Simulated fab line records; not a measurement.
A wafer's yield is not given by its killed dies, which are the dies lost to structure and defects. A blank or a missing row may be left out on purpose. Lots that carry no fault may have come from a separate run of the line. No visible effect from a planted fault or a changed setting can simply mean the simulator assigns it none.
A struck lot beside a sound one -- flow nand_harc -- 28 out of 1159 route steps
Sound: wafers L139.1, L139.2, L139.4. Wafers struck: L149.1, L149.2, L149.3. The cause comes at the end.
Per side, at each step with rows, come the tool, then ch with its chambers, and then its first start. Under that, the readings that differ: sound wafers -- struck wafers -- difference of the means -- sigmas: that difference in standard deviations of wafers without a fault.
alike: readings whose means differ by less than 2 such deviations, and words and numbers that are the same on both sides. not compared: withheld readings, readings that some wafer has no value for, bounds like >300 that may hide the same value, and numbers for which the record gives no deviation and whose values overlap.
Wherever a step has rows on one side only, a row that says differs or no value, or a row with sigmas, the two part there. Numbers that have no deviation but don't overlap get no sigmas and don't part them. A reading missing from all wafers of one side parts the sides only when that side holds two or more wafers.

first, 11 steps without rows for these wafers: NHARC_P_STI_ETCH_26 (etches SiO2 in dHF, target depth 11 nm); NHARC_P_STI_PRECLEAN_27 (cleans in SC1); NHARC_P_STI_SRD_28; NHARC_P_STI_OXIDE_29 (material SiO2, target thk 10 nm, ox time 1362 s); NHARC_P_STI_HM_DEP_30 (deposits Si3N4, target thk 80 nm, time 873 s); NHARC_P_STI_DEHYDRATE_01 (time 120 s); NHARC_P_STI_HMDS_02 (time 30 s); NHARC_P_STI_COAT_41 (time 65 s); NHARC_P_STI_COAT_03 (resist thk 600 nm); NHARC_P_STI_SOFTBAKE_04 (time 70 s); NHARC_P_STI_EBR_05.
NHARC_P_STI_EXPOSE_06: exposes mask P STI, target cd 200 nm.
  sound on krf_scanner-01 ch 0, day 2 18:44; struck on krf_scanner-01 ch 0, day 5 04:26
reading,sound,struck,difference,sigmas
exposure_dose_mJ_cm2,37.76 37.72 37.69,27.79 27.75 27.75,-9.96,-99 or more
  alike: mask
then, 2 steps without rows for these wafers: NHARC_P_STI_PEB_07 (peb time 80 s); NHARC_P_STI_DEVELOP_08 (time 50 s).
NHARC_P_STI_CD_MEAS_09: the cd target is 200 nm.
  sound on cd_sem-02 ch 0, day 2 18:53; struck on cd_sem-03 ch 0, day 5 04:36
reading,sound,struck,difference,sigmas
cd_nm (nm),197.9 197.3 197.4,132.0 132.4 132.6,-65.2,-41
then, 1 step without rows for these wafers: NHARC_P_STI_HARDBAKE_13 (time 65 s).
NHARC_P_STI_DESCUM_14: chemistry O2, time 3 s.
  sound on rie_diel-07 ch 0,2,3, day 2 19:09; struck on rie_diel-07 ch 1,2,3, day 5 04:52
reading,sound,struck,difference,sigmas
rf_hours_counter_h (h),3.1 3.5 3.6,0.7 0.6 0.7,-2.7,
rf_vpp_V (V),56.0 57.3 57.0,58.6 59.8 58.4,+2.2,+2
model.P_STI.cd_nm (nm),197.8 197.5 197.2,131.8 131.9 132.3,-65.5,
  alike: drypump_motor_current_A, oes_product_au, showerhead_plenum_p_Torr, throttle_valve_pct
then, 2 steps without rows for these wafers: NHARC_P_STI_ETCH_42 (etches the open film in N2/H2, target depth 80 nm, overetch 24 nm, time 61 s); NHARC_P_STI_ETCH_31 (etches the open film in CF4/CHF3, target depth 108.9 nm, time 54.5 s).
NHARC_P_STI_ETCH_15: etches the open film in HBr/Cl2, target depth 300 nm, time 100.1 s.
  sound on rie_si-05 ch 0,1,3, day 2 19:26; struck on rie_si-05 ch 0,2,3, day 5 05:10
reading,sound,struck,difference,sigmas
rf_hours_counter_h (h),1.1 1.4 1.3,0.1 0.2 0.3,-1.1,
model.P_STI.cd_nm (nm),198.2 197.8 197.7,131.3 131.4 131.8,-66.4,
  alike: drypump_motor_current_A, oes_product_au, rf_fwd_power_W, throttle_valve_pct
NHARC_P_STI_CD_MEAS_16:
  sound on cd_sem-03 at day 2 19:35; struck on cd_sem-03 at day 5 05:18
reading,sound,struck,difference,sigmas
cd_nm (nm),198.7 197.8 197.8,131.2 131.1 132.0,-66.7,-37
NHARC_P_STI_OCD_MEAS_17:
  sound on ocd-01 at day 2 19:40; struck on ocd-01 at day 5 05:25
reading,sound,struck,difference,sigmas
trench_foot_cd_nm (nm),156.1 154.2 154.5,89.3 89.6 89.7,-65.4,-41
then, 3 steps without rows for these wafers: NHARC_P_STI_STRIP_19 (strips in SPM, time 900 s); NHARC_P_STI_PRECLEAN_32 (cleans in SC1); NHARC_P_STI_SRD_23.
NHARC_P_STI_OCD_MEAS_43:
  sound on ocd-02 at day 2 20:11; struck on ocd-02 at day 5 05:55
reading,sound,struck,difference,sigmas
trench_foot_cd_nm (nm),156.2 154.6 154.9,89.9 90.1 90.2,-65.2,-41
then, 1 step without rows for these wafers: NHARC_P_STI_OXIDE_33 (material SiO2, target thk 10 nm, ox time 281 s).
-- the record jumps here: 18 days lie between the struck wafers' starts before and after (it left off in module P_STI and takes up again in module END, whose first step shown is number 1159 of the route) --
NHARC_END_SORT_01:
  only the struck wafers appear in the record here, on prober-01 ch 0 at day 23 12:26; the sound ones have no rows

WHERE THEY PART
Last at NHARC_END_SORT_01 as far as this record goes, first at NHARC_P_STI_EXPOSE_06.

WHY: what had been put in by the simulator
Process parameter drift: krf_scanner-01, from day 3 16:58 on, at NHARC_P_STI_EXPOSE_06. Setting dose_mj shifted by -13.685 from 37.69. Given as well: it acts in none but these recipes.
